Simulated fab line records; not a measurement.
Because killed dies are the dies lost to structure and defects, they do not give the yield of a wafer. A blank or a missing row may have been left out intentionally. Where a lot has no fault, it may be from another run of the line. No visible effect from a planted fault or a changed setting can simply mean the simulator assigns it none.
Chamber matching | flow n5Finfet | N5_BEOL_M8_ETCH_66 on rieDiel-02 has 4 sister chambers
The step etches SOC in N2/H2, target depth 80 nm, overetch 16 nm, time 120 s. 8 wafers are shown with their chamber, then 11 later ones without.

== WAFERS PAIRED WITH THEIR CHAMBERS ==
wafer  | chamber | throttleValvePct (%) | showerheadPlenumPTorr (Torr)
L080.4 | 3       | 17.73                | 2.55
L085.3 | 2       | 18.31                | 2.52
L087.2 | 3       | 17.75                | 2.54
L087.6 | 0       | 17.83                | 2.44
L086.3 | 0       | 17.82                | 2.44
L086.4 | 2       | 18.31                | 2.52
L086.5 | 1       | 17.75                | 2.53
L090.1 | 1       | 17.77                | 2.53

== WAFERS MISSING THEIR CHAMBER ==
wafer  | throttleValvePct (%) | showerheadPlenumPTorr (Torr)
L090.2 | 18.32                | 2.52
L090.6 | 18.31                | 2.52
L091.1 | 18.31                | 2.52
L091.4 | 17.84                | 2.43
L091.6 | 18.30                | 2.52
L092.3 | 17.75                | 2.53
L092.4 | 17.85                | 2.43
L092.6 | 17.78                | 2.53
L095.2 | 18.35                | 2.51
L095.5 | 18.34                | 2.51
L095.6 | 17.82                | 2.54

== EACH ONE'S CHAMBER ==
wafer  | from the rows above     | in truth
L090.2 | 2                       | 2
L090.6 | 2                       | 2
L091.1 | 2                       | 2
L091.4 | 0                       | 0
L091.6 | 2                       | 2
L092.3 | 1                       | 1
L092.4 | 0                       | 0
L092.6 | 1                       | 1
L095.2 | 2                       | 2
L095.5 | 2                       | 2
L095.6 | can't be placed: 1 or 3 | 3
Correctly placed: 10 of 11. Unplaceable from these rows: 1, with the true chamber sitting among the candidates in 1. 0 placed wrongly.
How it was worked out, from the rows above alone: a wafer's distance from a chamber is the root of the sum, over the readings, of the square of ((its reading less the chamber's mean) divided by the reading's scatter). The wafer belongs to the nearest chamber; if the next one is less than 2 further off, it can't be placed. The mean given for a chamber averages the wafers shown for that chamber. The scatter: take each reading less its chamber's mean, square it, sum over the shown wafers, divide by the number of wafers less the number of chambers, and take the root.
